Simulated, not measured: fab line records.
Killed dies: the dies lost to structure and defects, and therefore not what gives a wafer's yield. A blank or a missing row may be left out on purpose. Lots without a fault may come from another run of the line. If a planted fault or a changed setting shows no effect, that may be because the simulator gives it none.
Split-lot study	flow n5-finfet	7 lots, 21 wafers read, on a route of 1938 steps

## ON THE SPLIT
At N5_BEOL_M0_CUTY_EXPOSE_54 (exposes mask M0 ABLK), the setting dose-mj was moved away from the recipe's 36 on 6 of the 21 wafers read, by -5.4% to +7.0%. All remaining wafers had this setting at the recipe value.

## FROM THE SPLIT TO THE READING: what the file shows between them, 2 steps
- N5_BEOL_M0_CUTY_PEB_55: peb time 60 s
- N5_BEOL_M0_CUTY_DEVELOP_56: develop time 30 s

## THE READING
cd-nm, in nm, at N5_BEOL_M0_CUTY_CD_MEAS_57 (target cd 200 nm). Typical for fault-free wafers on this fab line: 200.0 nm, with standard deviation 0.95 nm.

wafer	tool, chamber at the split	dose-mj as run	against the recipe	cd-nm, nm	against lot-mates on the recipe
L074.2	arfi-scanner-03, 0	36	recipe	200.5	-
L074.3	arfi-scanner-03, 0	36	recipe	200.0	-
L074.5	arfi-scanner-03, 0	36	recipe	200.0	-
L076.1	arfi-scanner-01, 0	36	recipe	199.0	-
L076.4	arfi-scanner-01, 0	38.37	+6.6%	193.8	-4.8
L076.6	arfi-scanner-01, 0	36	recipe	198.1	-
L077.1	arfi-scanner-01, 0	36	recipe	198.4	-
L077.3	arfi-scanner-01, 0	36	recipe	197.9	-
L077.5	arfi-scanner-01, 0	36	recipe	198.6	-
L082.2	arfi-scanner-02, 0	36	recipe	199.9	-
L082.3	arfi-scanner-02, 0	38.51	+7.0%	194.6	-5.3
L082.6	arfi-scanner-02, 0	38.51	+7.0%	195.0	-4.9
L086.1	arfi-scanner-01, 0	36	recipe	200.0	-
L086.2	arfi-scanner-01, 0	34.04	-5.4%	204.3	+4.2
L086.5	arfi-scanner-01, 0	36	recipe	200.2	-
L091.1	arfi-scanner-03, 0	36	recipe	200.2	-
L091.2	arfi-scanner-03, 0	36	recipe	201.3	-
L091.6	arfi-scanner-03, 0	36	recipe	200.7	-
L097.1	arfi-scanner-01, 0	37.87	+5.2%	195.6	-3.8
L097.4	arfi-scanner-01, 0	37.87	+5.2%	196.3	-3.1
L097.5	arfi-scanner-01, 0	36	recipe	199.4	-

FIT RESULTS
A straight line over all 21 wafers: cd-nm changes by -0.761 nm for each +1% of dose-mj; r = -0.94; the points scatter about the line by 0.92 nm.
The same after taking each lot's own level away (the mean of its wafers on the recipe; 21 wafers): -0.723 nm for each +1%; r = -0.99; scatter 0.33 nm.
The reading moves by 5 nm for the largest change in dose-mj, on that fit.
Measured against the standard deviation above, the lots' own levels, which go from 198.30 to 200.73 nm, span 2.6 times it.
Consequently the slope shifts little with the lot-to-lot level, the two slopes agreeing.
Check: for one of the wafers moved furthest among these (+7.0%), held out of the fit, the line's prediction against its lot-mates is -4.92 nm. Against them it came out at -5.3 nm.

## FURTHER SPLITS ON THESE WAFERS
These wafers also went through other splits before the reading. Each is held against what the fit with the lots' levels taken away leaves over:
other split on the same wafers	wafers away from the commonest value	r with cd-nm (lot level and that fit taken away)
N5_HKMG_FIN_ETCH_54 source-w	7	-0.06
N5_HKMG_FIN_PEB_10 peb-time-s	6	+0.10
N5_HKMG_FIN_DEVELOP_11 develop-time-s	6	+0.09
N5_MOL_CONTACT_COAG_COAT_75 spin-rpm	7	-0.20
N5_MOL_CONTACT_COAG_CVD_140 target-thk-a	5	+0.05
N5_BEOL_M0_SAQP_PECVD_96 time-s	5	+0.15

## THE FILE'S OWN FIT
cd-nm changes by -0.723 nm for each +1% of dose-mj, r = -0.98.
